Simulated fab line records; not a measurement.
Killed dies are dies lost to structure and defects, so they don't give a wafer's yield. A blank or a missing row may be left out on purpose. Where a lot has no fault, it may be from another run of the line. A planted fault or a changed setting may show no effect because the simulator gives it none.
Matching of chambers | flow nand-harc | 4 sister chambers for NHARC_A_STAIRCASE_DESCUM_291 on rie-diel-09
The step chemistry O2, time 3 s. 4 wafers are shown with their chamber, then 9 later ones without.

WAFERS WITH THEIR CHAMBER
wafer  | chamber | showerhead-plenum-p-Torr (Torr)
L079.4 | 0       | 1.81
L082.6 | 1       | 2.07
L083.5 | 2       | 1.93
L083.6 | 3       | 1.92

WAFERS MISSING THEIR CHAMBER
wafer  | showerhead-plenum-p-Torr (Torr)
L085.4 | 1.81
L085.5 | 1.81
L085.6 | 2.07
L090.1 | 1.92
L090.2 | 1.81
L090.5 | 1.92
L096.2 | 1.80
L096.5 | 1.80
L096.6 | 2.06

THE CHAMBER EACH PASSED THROUGH
wafer  | from the rows above     | in truth
L085.4 | 0                       | 0
L085.5 | 0                       | 0
L085.6 | 1                       | 1
L090.1 | can't be placed: 3 or 2 | 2
L090.2 | 0                       | 0
L090.5 | can't be placed: 3 or 2 | 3
L096.2 | 0                       | 0
L096.5 | 0                       | 0
L096.6 | 1                       | 1
Correctly placed: 7 of 9. Can't be placed from these rows: 2 (the true chamber is among the candidates in 2). Placed wrongly: 0.
How it was worked out, from the rows above alone: a wafer's distance from a chamber is the root of the sum, over the readings, of the square of ((its reading less the chamber's mean) divided by the reading's scatter). If the next closest chamber is less than 2 further off than the closest, the wafer can't be placed; otherwise it belongs to the closest. A chamber's mean is the mean of its shown wafers. The scatter (one wafer shown for each chamber): square how far every hidden wafer sits from the nearest shown wafer, average those squares and take the square root.
